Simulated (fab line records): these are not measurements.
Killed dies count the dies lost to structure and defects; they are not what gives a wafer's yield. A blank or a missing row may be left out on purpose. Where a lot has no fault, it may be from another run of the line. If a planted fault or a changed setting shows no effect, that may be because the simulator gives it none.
fab line records	flow nand-harc	part 1 of 2: steps 1 to 4 of 6
record: lots: 22	wafers: 66	last-day: 33
route steps=1302 shown A_STAIRCASE@744
lots that met no fault: from a run of the same line without faults
start-h: hours from the record's first day to the start of the lot's first wafer shown	wait-h: hours elapsed since this lot's preceding step	" identical to the entry in the row above	L1.1+2: several wafers, shown together as one row	- either no value or no given start	* or withheld: withheld	< > ~ a bound
route shown NAME@n: NAME is a module with steps in the file, n the number in the route of the first one	usual: the fault-free wafers' mean and standard deviation	same: alike in all rows	chamber/n: place in a boat	sites: the reading at each site	_std_site: the values' standard deviation	_edge_site: mean of outer sites minus mean of inner sites	radius-mm: how far each site lies from the wafer's centre	mask NAME#n: copy n	behind: the most recent tool/chamber to have shaped the wafer	hold: reason for holding the lot/hours on hold/outcome of the hold	device: whichever transistor did not switch (one of n, p or np)	end of line: at the end of the route, the tests of the same wafers	a step given without rows: its recipe and nothing more	killed: dies that structure and defects cost at the first sort, which is not the same as the wafer's yield	map: a wafer's dies, marking killed ones x, the rest . and places with no die _
set.NAME: the setting as run; set.NAME@STEP: as run at that earlier step	model.NAME: the simulator's own value behind a step, which no gauge read
steps of the route over a sample of lots; a table a step, a row a wafer
services: a tool's chamber out of use, with start hour (start-h, from the record's first day; less than 0 if before it), hours out, and reason
== steps ==
step: NHARC_A_STAIRCASE_ETCH_230
recipe: target-depth-a: 1000	time-s: 40.5	ion-energy-ev: 400	c4f8-flow-sccm: 20	o2-flow-sccm: 10	ar-flow-sccm: withheld	rf-w: 600	bias-w: 1000	chemistry: C4F8/O2
usual: oes-product-au: 0.949/0.018	rf-vpp-V: 896/4.5
lot.wafer	tool	chamber	start-h	wait-h	oes-product-au	rf-hours-counter-h	rf-vpp-V
L074.3	rie-diel-03	1	-	-	0.963	25	894
L074.4	"	2	"	"	0.969	23	894
L074.6	"	2	"	"	0.960	-	894
L075.2	rie-diel-03	3	-	-	0.933	24	905
L075.1	"	0	"	"	0.945	14	892
L075.4	"	2	"	"	0.928	24	893
L076.2	rie-diel-08	3	-	-	0.948	1	897
L076.4	"	0	"	"	0.960	1	898
L076.5	"	2	"	"	0.973	-	891
L077.1	rie-diel-03	0	-	-	0.958	23	893
L077.5	"	1	"	"	0.951	-	894
L077.6	"	2	"	"	0.968	-	893
L078.1	rie-diel-03	2	-	-	0.983	33	892
L078.4	"	3	"	"	0.968	34	904
L078.6	"	1	"	"	0.977	-	894
L080.3	rie-diel-09	3	-	-	0.948	33	897
L080.5	"	2	"	"	0.943	-	900
L080.6	"	3	"	"	0.955	-	896
L079.2	rie-diel-09	3	-	-	0.949	34	895
L079.4	"	0	"	"	0.951	29	893
L079.6	"	3	"	"	0.945	-	896
L081.4	rie-diel-08	0	-	-	0.950	14	898
L081.5	"	1	"	"	0.955	-	904
L081.6	"	2	"	"	0.940	-	890
L082.2	rie-diel-03	1	-	-	0.958	52	894
L082.4	"	0	"	"	0.986	-	893
L082.5	"	3	"	"	0.978	-	905
L083.4	rie-diel-09	2	-	-	0.953	45	899
L083.2	"	0	"	"	0.936	36	893
L083.6	"	2	"	"	0.947	-	899
L084.4	rie-diel-08	1	-	-	0.975	27	904
L084.2	"	2	"	"	0.966	32	889
L084.1	"	0	"	"	0.957	28	896
L085.3	rie-diel-09	1	-	-	0.925	48	896
L085.4	"	3	"	"	0.945	51	896
L085.6	"	1	"	"	0.935	-	893
L086.2	rie-diel-03	2	-	-	0.935	7	893
L086.1	"	1	"	"	0.948	7	895
L086.6	"	3	"	"	0.939	-	904
L087.3	rie-diel-09	0	-	-	0.942	52	893
L087.2	"	2	"	"	0.963	57	898
L087.6	"	0	"	"	0.935	-	895
L088.4	rie-diel-08	3	-	-	0.932	46	896
L088.2	"	1	"	"	0.938	41	901
L088.5	"	2	"	"	0.936	-	890
L089.3	rie-diel-03	2	-	-	0.947	15	894
L089.4	"	3	"	"	0.957	-	905
L089.5	"	1	"	"	0.939	-	894
L091.4	rie-diel-08	1	-	-	0.933	49	904
L091.2	"	3	"	"	0.949	52	897
L091.6	"	0	"	"	0.949	-	898
L093.2	rie-diel-03	3	-	-	0.940	31	905
L093.4	"	0	"	"	0.948	26	892
L093.1	"	1	"	"	0.935	36	894
L092.2	rie-diel-03	2	-	-	0.940	34	892
L092.3	"	3	"	"	0.951	31	903
L092.5	"	2	"	"	0.943	-	892
L094.2	rie-diel-08	1	-	-	0.961	2	903
L094.6	"	3	"	"	0.964	-	897
L094.5	"	0	"	"	0.953	-	896
L096.4	rie-diel-09	0	-	-	0.918	26	894
L096.6	"	2	"	"	0.922	-	897
L096.5	"	3	"	"	0.912	-	895
L097.3	rie-diel-03	3	-	-	0.967	40	906
L097.5	"	1	"	"	0.967	-	892
L097.6	"	2	"	"	0.961	-	891
step: NHARC_A_STAIRCASE_ETCH_234
recipe: target-depth-a: 1000	time-s: 40.5	ion-energy-ev: 400	c4f8-flow-sccm: 20	o2-flow-sccm: 10	ar-flow-sccm: withheld	rf-w: 600	bias-w: 1000	chemistry: C4F8/O2
usual: oes-product-au: 0.945/0.013	rf-vpp-V: 896/4.3
lot.wafer	tool	chamber	start-h	wait-h	oes-product-au	rf-hours-counter-h	rf-vpp-V
L074.4	rie-diel-03	0	-	-	0.970	14	893
L074.3	"	3	"	"	0.959	24	904
L074.6	"	0	"	"	0.960	-	893
L075.1	rie-diel-03	2	-	-	0.952	24	895
L075.4	"	3	"	"	0.950	24	906
L075.2	"	0	"	"	0.957	14	893
L076.4	rie-diel-08	2	-	-	0.939	1	890
L076.2	"	3	"	"	0.940	1	898
L076.5	"	2	"	"	0.943	-	890
L077.1	rie-diel-03	0	-	-	0.962	23	892
L077.6	"	2	"	"	0.955	-	893
L077.5	"	3	"	"	0.963	-	905
L078.1	rie-diel-03	1	-	-	0.956	35	895
L078.4	"	2	"	"	0.944	34	893
L078.6	"	1	"	"	0.950	-	895
L080.3	rie-diel-09	2	-	-	0.937	34	898
L080.6	"	0	"	"	0.915	-	894
L080.5	"	1	"	"	0.940	-	895
L079.4	rie-diel-09	3	-	-	0.935	34	898
L079.2	"	1	"	"	0.921	30	896
L079.6	"	3	"	"	0.944	-	897
L081.4	rie-diel-08	1	-	-	0.928	16	903
L081.6	"	0	"	"	0.942	-	897
L081.5	"	1	"	"	0.937	-	904
L082.2	rie-diel-03	3	-	-	0.957	51	905
L082.4	"	1	"	"	0.946	-	894
L082.5	"	0	"	"	0.958	-	893
L083.2	rie-diel-09	2	-	-	0.928	46	898
L083.4	"	3	"	"	0.956	44	897
L083.6	"	0	"	"	0.931	-	893
L084.2	rie-diel-08	2	-	-	0.946	32	890
L084.1	"	3	"	"	0.961	33	898
L084.4	"	1	"	"	0.947	28	903
L085.4	rie-diel-09	1	-	-	0.935	48	895
L085.3	"	3	"	"	0.940	51	896
L085.6	"	0	"	"	0.927	-	893
L086.2	rie-diel-03	1	-	-	0.935	8	894
L086.1	"	3	"	"	0.954	5	905
L086.6	"	1	"	"	0.939	-	895
L087.2	rie-diel-09	2	-	-	0.934	58	897
L087.3	"	3	"	"	0.947	56	896
L087.6	"	2	"	"	0.932	-	899
L088.4	rie-diel-08	3	-	-	0.968	46	898
L088.2	"	0	"	"	0.946	42	894
L088.5	"	3	"	"	0.963	-	898
L089.3	rie-diel-03	2	-	-	0.942	15	893
L089.5	"	2	"	"	0.927	-	893
L089.4	"	1	"	"	0.930	-	893
L091.2	rie-diel-08	1	-	-	0.924	49	902
L091.4	"	3	"	"	0.953	53	899
L091.6	"	1	"	"	0.925	-	901
L093.1	rie-diel-03	2	-	-	0.932	34	892
L093.2	"	3	"	"	0.945	31	904
L093.4	"	2	"	"	0.941	-	892
L092.2	rie-diel-03	0	-	-	0.968	27	891
L092.3	"	2	"	"	0.940	34	893
L092.5	"	0	"	"	0.950	-	892
L094.2	rie-diel-08	0	-	-	0.952	2	896
L094.6	"	0	"	"	0.961	-	898
L094.5	"	1	"	"	0.947	-	903
L096.4	rie-diel-09	0	-	-	0.927	26	893
L096.5	"	2	"	"	0.941	-	897
L096.6	"	3	"	"	0.935	-	895
L097.3	rie-diel-03	0	-	-	0.967	35	891
L097.6	"	0	"	"	0.962	-	890
L097.5	"	1	"	"	0.945	-	893
step: NHARC_A_STAIRCASE_DESCUM_291
recipe: time-s: 3	o2-flow-sccm: 200	ar-flow-sccm: 0	bias-power-w: 0	chemistry: O2
usual: drypump-motor-current-A: 5.6/0.45	oes-product-au: 0.998/0.011	rf-vpp-V: 57.8/0.83	showerhead-plenum-p-Torr: 1.92/0.067	throttle-valve-pct: 11.311/0.01
lot.wafer	tool	chamber	start-h	wait-h	drypump-motor-current-A	oes-product-au	rf-hours-counter-h	rf-vpp-V	showerhead-plenum-p-Torr	throttle-valve-pct
L074.3	rie-diel-03	3	375.91	-	5.6	0.994	29	58.2	2.07	11.302
L074.4	"	1	"	"	6.1	1.003	29	58.0	1.89	11.316
L074.6	"	0	"	"	5.3	1.018	-	56.8	1.86	11.319
L075.4	rie-diel-08	1	378.80	-	5.6	0.999	0	59.5	2.04	11.333
L075.1	"	2	"	"	5.7	1.001	0	58.5	1.82	11.301
L075.2	"	3	"	"	5.0	0.995	0	59.4	1.95	11.311
L076.2	rie-diel-08	1	395.19	-	5.5	0.991	5	59.4	2.04	11.292
L076.4	"	3	"	"	5.0	0.998	6	57.8	1.95	11.308
L076.5	"	1	"	"	5.5	0.989	-	58.1	2.04	11.308
L077.1	rie-diel-08	3	409.65	-	5.0	0.996	13	59.4	1.95	11.315
L077.6	"	0	"	"	5.6	0.994	-	59.2	1.95	11.312
L077.5	"	1	"	"	5.5	0.983	-	59.3	2.04	11.308
L078.1	rie-diel-03	3	409.93	-	5.7	0.995	41	57.2	2.06	11.307
L078.4	"	1	"	"	6.1	1.004	40	56.7	1.89	11.304
L078.6	"	2	"	"	4.8	1.011	-	58.8	1.87	11.309
L080.3	rie-diel-09	2	428.38	-	5.5	0.975	38	60.1	1.96	11.301
L080.6	"	3	"	"	6.6	1.008	-	57.4	1.91	11.299
L080.5	"	0	"	"	5.8	0.985	-	58.3	1.88	11.309
L079.4	rie-diel-08	2	428.52	-	5.7	0.993	19	57.7	1.82	11.312
L079.2	"	0	"	"	5.6	0.999	13	58.9	1.94	11.331
L079.6	"	3	"	"	5.0	0.996	-	57.9	1.95	11.303
L081.4	rie-diel-09	0	446.50	-	5.8	0.976	37	56.0	1.88	11.315
L081.5	"	2	"	"	5.4	0.990	-	58.2	1.95	11.308
L081.6	"	3	"	"	6.6	0.996	-	57.4	1.91	11.311
L082.2	rie-diel-09	3	456.49	-	6.6	0.995	46	56.2	1.91	11.296
L082.4	"	0	"	"	5.7	0.973	38	57.9	1.88	11.327
L082.5	"	3	"	"	6.6	1.002	-	57.2	1.91	11.324
L083.4	rie-diel-09	1	457.71	-	5.7	0.982	40	57.0	1.89	11.302
L083.2	"	3	"	"	6.6	0.995	46	57.1	1.91	11.315
L083.6	"	2	"	"	5.5	0.981	-	59.4	1.95	11.318
L085.3	rie-diel-08	0	482.97	-	5.6	1.000	33	58.5	1.94	11.309
L085.4	"	2	"	"	5.7	0.979	35	55.8	1.81	11.300
L085.6	"	0	"	"	5.6	0.989	-	57.7	1.94	11.298
L084.4	rie-diel-09	2	484.02	-	5.5	0.973	57	58.0	1.95	11.292
L084.1	"	0	"	"	5.8	0.992	51	56.5	1.87	11.306
L084.2	"	1	"	"	5.7	1.004	53	57.8	1.89	11.333
L086.2	rie-diel-09	2	498.58	-	5.5	0.992	59	57.1	1.95	11.310
L086.1	"	0	"	"	5.7	0.990	54	58.0	1.87	11.310
L086.6	"	2	"	"	5.5	0.980	-	57.6	1.95	11.320
L087.2	rie-diel-08	0	503.10	-	5.6	1.005	40	58.7	1.94	11.318
L087.3	"	2	"	"	5.8	0.994	43	57.9	1.81	11.318
L087.6	"	3	"	"	5.0	1.007	-	58.4	1.94	11.300
L088.4	rie-diel-03	3	521.38	-	5.6	0.999	20	58.6	2.05	11.306
L088.2	"	0	"	"	5.3	1.025	13	56.7	1.85	11.310
L088.5	"	2	"	"	4.8	1.007	-	58.0	1.86	11.329
L089.4	rie-diel-03	3	524.20	-	5.6	1.005	21	58.5	2.05	11.311
L089.3	"	0	"	"	5.3	1.015	14	58.1	1.85	11.301
L089.5	"	1	"	"	6.1	0.996	-	57.1	1.87	11.320
L091.4	rie-diel-09	1	541.90	-	5.7	0.996	14	57.0	1.88	11.322
L091.2	"	0	"	"	5.7	1.001	10	57.0	1.87	11.314
L091.6	"	1	"	"	5.7	0.987	-	57.5	1.88	11.300
L093.4	rie-diel-03	1	562.78	-	6.1	0.999	37	56.4	1.87	11.299
L093.2	"	2	"	"	4.8	0.990	36	56.6	1.85	11.315
L093.1	"	3	"	"	5.7	1.013	34	57.9	2.05	11.298
L092.3	rie-diel-09	2	565.19	-	5.5	0.996	23	57.9	1.94	11.314
L092.2	"	3	"	"	6.6	1.007	22	58.2	1.90	11.315
L092.5	"	2	"	"	5.4	0.999	-	58.2	1.94	11.313
L094.2	rie-diel-09	0	574.51	-	5.8	0.994	23	58.2	1.87	11.318
L094.5	"	2	"	"	5.5	0.990	-	57.1	1.94	11.319
L094.6	"	3	"	"	6.6	0.990	-	57.9	1.90	11.305
L096.4	rie-diel-08	2	598.17	-	5.7	1.003	17	57.3	1.80	11.322
L096.6	"	1	"	"	5.6	0.993	-	58.5	2.02	11.312
L096.5	"	2	"	"	5.8	0.995	-	58.3	1.80	11.307
L097.3	rie-diel-03	2	600.43	-	4.8	1.001	48	57.1	1.85	11.305
L097.6	"	0	"	"	5.3	1.026	-	56.8	1.84	11.305
L097.5	"	1	"	"	6.1	0.992	-	56.8	1.87	11.300
step: NHARC_A_STAIRCASE_STRIP_295
recipe: o2-flow-sccm: 500	ar-flow-sccm: 0	bias-w: 0	chemistry: O2
usual: drypump-motor-current-A: 5.6/0.46	oes-product-au: 0.999/0.011	rf-vpp-V: 57.8/0.92	showerhead-plenum-p-Torr: 3.53/0.12	throttle-valve-pct: 17.036/0.009
lot.wafer	tool	chamber	start-h	wait-h	drypump-motor-current-A	oes-product-au	rf-hours-counter-h	rf-vpp-V	showerhead-plenum-p-Torr	throttle-valve-pct
L074.3	rie-diel-03	1	-	-	6.2	0.993	30	57.6	3.49	17.021
L074.4	"	2	"	"	4.8	0.996	29	57.2	3.46	17.044
L074.6	"	0	"	"	5.3	1.011	-	58.3	3.44	17.046
L075.4	rie-diel-08	0	-	-	5.6	1.003	1	57.3	3.59	17.046
L075.1	"	2	"	"	5.7	0.988	1	57.9	3.37	17.040
L075.2	"	3	"	"	5.0	0.993	1	56.2	3.59	17.037
L076.2	rie-diel-08	3	-	-	5.0	0.998	7	58.1	3.59	17.050
L076.4	"	1	"	"	5.6	1.002	6	58.6	3.74	17.040
L076.5	"	3	"	"	5.0	0.996	-	58.5	3.59	17.038
L077.1	rie-diel-08	3	-	-	5.0	0.995	14	58.3	3.59	17.037
L077.6	"	3	"	"	5.0	1.002	-	58.0	3.59	17.054
L077.5	"	0	"	"	5.6	1.011	-	57.4	3.58	17.033
L078.4	rie-diel-03	2	-	-	4.8	1.002	41	57.4	3.45	17.033
L078.1	"	3	"	"	5.7	1.010	42	58.9	3.78	17.049
L078.6	"	3	"	"	5.7	1.009	-	56.5	3.78	17.032
L079.2	rie-diel-08	0	-	-	5.6	0.999	14	56.9	3.58	17.038
L079.4	"	1	"	"	5.6	0.991	15	57.2	3.74	17.048
L079.6	"	0	"	"	5.6	1.004	-	59.4	3.58	17.035
L080.3	rie-diel-09	1	-	-	5.7	0.993	35	59.0	3.49	17.024
L080.5	"	3	"	"	6.6	1.002	-	57.4	3.53	17.025
L080.6	"	0	"	"	5.8	0.984	-	57.5	3.47	17.032
L081.4	rie-diel-09	0	-	-	5.8	0.994	37	58.2	3.47	17.034
L081.5	"	3	"	"	6.6	0.998	-	58.6	3.52	17.035
L081.6	"	0	"	"	5.8	0.986	-	58.0	3.47	17.035
L082.4	rie-diel-09	0	-	-	5.8	0.980	39	56.9	3.47	17.029
L082.2	"	1	"	"	5.7	0.978	40	59.3	3.49	17.041
L082.5	"	0	"	"	5.7	0.988	-	59.1	3.47	17.037
L083.2	rie-diel-09	1	-	-	5.7	0.997	41	57.9	3.49	17.032
L083.4	"	2	"	"	5.5	0.987	48	58.2	3.60	17.020
L083.6	"	0	"	"	5.7	0.982	-	58.8	3.47	17.032
L085.3	rie-diel-08	1	-	-	5.6	0.998	33	57.8	3.73	17.036
L085.4	"	0	"	"	5.6	1.002	34	58.0	3.57	17.036
L085.6	"	1	"	"	5.6	1.001	-	59.3	3.73	17.030
L084.1	rie-diel-09	3	-	-	6.6	0.993	55	57.3	3.52	17.038
L084.4	"	0	"	"	5.8	0.985	52	57.3	3.46	17.034
L084.2	"	1	"	"	5.7	1.000	53	57.5	3.48	17.030
L086.1	rie-diel-03	0	500.02	-	5.3	1.018	9	56.2	3.42	17.022
L086.2	"	1	"	"	6.2	0.998	12	56.9	3.47	17.042
L086.6	"	0	"	"	5.3	1.019	-	57.5	3.42	17.029
L087.3	rie-diel-08	0	-	-	5.6	1.013	41	58.0	3.57	17.044
L087.2	"	1	"	"	5.6	1.002	40	58.2	3.72	17.046
L087.6	"	1	"	"	5.6	0.994	-	57.7	3.72	17.039
L088.4	rie-diel-03	3	-	-	5.7	1.016	20	57.2	3.76	17.048
L088.2	"	2	"	"	4.8	0.998	23	56.5	3.43	17.049
L088.5	"	3	"	"	5.7	0.999	-	58.5	3.76	17.040
L089.4	rie-diel-03	2	-	-	4.8	1.007	24	57.0	3.43	17.035
L089.3	"	0	"	"	5.3	1.016	15	57.2	3.42	17.029
L089.5	"	3	"	"	5.7	1.014	-	58.4	3.76	17.038
L091.4	rie-diel-09	0	-	-	5.7	0.984	11	57.1	3.45	17.029
L091.2	"	1	"	"	5.7	0.986	15	57.2	3.47	17.043
L091.6	"	3	"	"	6.6	1.002	-	57.7	3.51	17.031
L093.4	rie-diel-03	2	-	-	4.8	1.002	37	56.2	3.43	17.037
L093.1	"	0	"	"	5.3	1.020	29	58.4	3.41	17.030
L093.2	"	1	"	"	6.1	0.999	37	58.4	3.45	17.030
L092.3	rie-diel-09	2	-	-	5.5	1.000	23	57.1	3.58	17.037
L092.2	"	0	"	"	5.7	1.005	18	58.4	3.45	17.035
L092.5	"	1	"	"	5.7	0.987	-	58.3	3.47	17.026
L094.2	rie-diel-09	2	-	-	5.5	0.998	27	59.4	3.58	17.049
L094.6	"	2	"	"	5.5	0.987	-	56.4	3.57	17.015
L094.5	"	3	"	"	6.6	0.987	-	57.3	3.50	17.035
L096.4	rie-diel-08	0	-	-	5.6	1.002	14	57.9	3.55	17.027
L096.6	"	2	"	"	5.7	1.000	-	57.5	3.33	17.031
L096.5	"	3	"	"	5.0	0.995	-	57.5	3.55	17.036
L097.3	rie-diel-03	1	-	-	6.1	0.996	48	55.7	3.45	17.020
L097.5	"	0	"	"	5.3	1.015	-	55.9	3.41	17.044
L097.6	"	1	"	"	6.1	0.995	-	58.6	3.45	17.048
